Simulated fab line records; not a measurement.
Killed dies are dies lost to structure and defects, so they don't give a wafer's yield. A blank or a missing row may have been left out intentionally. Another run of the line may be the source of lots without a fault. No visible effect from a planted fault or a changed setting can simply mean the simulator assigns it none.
Matching of chambers | flow nand_harc | NHARC_A_SGD_CUT_DEP_00 on pecvd-04 has 3 sister chambers
The step deposits SiNx, target thk 50 nm. 24 wafers are shown with their chamber, then 12 later ones without.

## WAFERS WITH THEIR CHAMBER
wafer  | chamber | heater_power_w (W)
L078.1 | 2       | 695
L078.2 | 0       | 652
L078.3 | 1       | 594
L079.1 | 0       | 625
L079.2 | 1       | 627
L079.3 | 1       | 644
L079.4 | 0       | 627
L079.5 | 1       | 628
L079.6 | 0       | 647
L080.2 | 1       | 651
L080.4 | 0       | 581
L080.6 | 2       | 732
L081.2 | 2       | 711
L081.3 | 1       | 587
L081.5 | 2       | 698
L086.3 | 0       | 631
L086.4 | 2       | 674
L086.6 | 1       | 538
L085.2 | 1       | 644
L085.3 | 2       | 711
L085.4 | 2       | 723
L087.3 | 1       | 596
L087.4 | 2       | 722
L087.6 | 1       | 591

SIGNATURES, as means of the wafers listed above
reading        | chamber 0 | chamber 1 | chamber 2 | scatter within a chamber
heater_power_w | 627.17    | 610.00    | 708.25    | 28.2
Rule: for a wafer and a chamber, the distance is found by dividing, reading by reading, the gap between the wafer's reading and the chamber's mean by the reading's scatter, squaring, summing and taking the root. If the next closest chamber is less than 2 further off than the closest, the wafer can't be placed; otherwise it belongs to the closest. The scatter is the square root of a quotient: the sum, over the shown wafers, of each reading's squared deviation from its chamber's mean, divided by wafers minus chambers.

## WAFERS WHOSE CHAMBER IS MISSING
wafer  | heater_power_w (W)
L088.3 | 745
L088.4 | 570
L088.6 | 764
L090.2 | 769
L090.3 | 618
L090.5 | 621
L094.1 | 704
L094.2 | 651
L094.4 | 651
L096.2 | 609
L096.3 | 696
L096.5 | 599

## WHICH CHAMBER EACH WENT THROUGH
wafer  | from the rows above          | in truth
L088.3 | 2                            | 2
L088.4 | can't be placed: 1 or 0      | 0
L088.6 | 2                            | 2
L090.2 | 2                            | 2
L090.3 | can't be placed: 1 or 0      | 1
L090.5 | can't be placed: 0 or 1      | 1
L094.1 | 2                            | 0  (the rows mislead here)
L094.2 | can't be placed: 0 or 1 or 2 | 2
L094.4 | can't be placed: 0 or 1 or 2 | 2
L096.2 | can't be placed: 1 or 0      | 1
L096.3 | 2                            | 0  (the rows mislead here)
L096.5 | can't be placed: 1 or 0      | 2
Correct placement for 3 of the 12. Cannot be placed on the basis of these rows: 7; the candidates contain the true chamber in 6. Placed wrongly: 2.
